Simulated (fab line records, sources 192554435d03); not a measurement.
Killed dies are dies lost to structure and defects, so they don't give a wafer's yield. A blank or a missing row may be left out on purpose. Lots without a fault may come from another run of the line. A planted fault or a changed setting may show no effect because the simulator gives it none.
Chamber matching | flow n5_finfet | N5_BEOL_M14_ILD_DEP_00 on pecvd-01: 3 sister chambers
The step deposits SiO2 from TEOS/O2, target thk 1119.3 nm, time 237.4 s. 20 wafers are shown with their chamber, then 10 later ones without.

WAFERS WITH THEIR CHAMBER
wafer  | chamber | throttle_valve_pct (%) | heater_power_w (W) | showerhead_plenum_p_Torr (Torr)
L074.1 | 1       | 19.3                   | 548                | 8.31
L074.4 | 1       | 19.3                   | 416                | 8.31
L074.6 | 2       | 18.4                   | 671                | 8.29
L076.1 | 1       | 19.3                   | 518                | 8.32
L076.2 | 2       | 18.5                   | 647                | 8.30
L076.4 | 2       | 18.3                   | 696                | 8.28
L081.2 | 2       | 18.5                   | 650                | 8.31
L081.4 | 1       | 19.2                   | 542                | 8.31
L081.5 | 2       | 18.4                   | 688                | 8.30
L087.4 | 2       | 18.2                   | 516                | 8.29
L087.5 | 1       | 19.2                   | 413                | 8.33
L087.6 | 0       | 18.9                   | 520                | 8.33
L086.2 | 2       | 18.4                   | 599                | 8.29
L086.5 | 1       | 19.3                   | 416                | 8.30
L086.6 | 0       | 19.0                   | 534                | 8.34
L088.1 | 2       | 18.6                   | 602                | 8.30
L088.2 | 0       | 19.1                   | 533                | 8.34
L088.4 | 1       | 19.3                   | 412                | 8.30
L091.2 | 2       | 18.5                   | 675                | 8.33
L091.3 | 0       | 18.9                   | 461                | 8.31

SIGNATURES (means of the wafers above)
reading                  | chamber 0 | chamber 1 | chamber 2 | scatter within a chamber
throttle_valve_pct       | 18.975    | 19.271    | 18.422    | 0.0962
heater_power_w           | 512.00    | 466.43    | 638.22    | 57.3
showerhead_plenum_p_Torr | 8.3300    | 8.3114    | 8.2989    | 0.0132
Rule: a wafer's distance from a chamber is the root of the sum, over the readings, of the square of ((its reading less the chamber's mean) divided by the reading's scatter). The wafer belongs to the nearest chamber; if the next one is less than 2 further off, it can't be placed. The scatter: the root of (the sum of the squares of (reading less its chamber's mean) over the shown wafers, divided by (wafers less chambers)).

WAFERS WITHOUT THEIR CHAMBER
wafer  | throttle_valve_pct (%) | heater_power_w (W) | showerhead_plenum_p_Torr (Torr)
L091.6 | 18.7                   | 525                | 8.32
L092.1 | 19.0                   | 447                | 8.34
L092.2 | 19.3                   | 435                | 8.31
L092.3 | 19.0                   | 682                | 8.32
L093.2 | 18.6                   | 573                | 8.29
L093.3 | 19.0                   | 431                | 8.33
L093.4 | 18.8                   | 516                | 8.32
L090.1 | 18.9                   | 458                | 8.34
L090.4 | 18.4                   | 673                | 8.30
L090.6 | 18.8                   | 415                | 8.31

WHICH CHAMBER EACH WENT THROUGH
wafer  | from the rows above     | in truth
L091.6 | can't be placed: 0 or 2 | 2
L092.1 | 0                       | 0
L092.2 | 1                       | 1
L092.3 | can't be placed: 0 or 1 | 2
L093.2 | 2                       | 2
L093.3 | can't be placed: 0 or 1 | 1
L093.4 | 0                       | 0
L090.1 | 0                       | 0
L090.4 | 2                       | 2
L090.6 | 0                       | 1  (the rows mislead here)
Placed correctly: 6 of 10. Can't be placed from these rows: 3 (the true chamber is among the candidates in 2). Placed wrongly: 1.
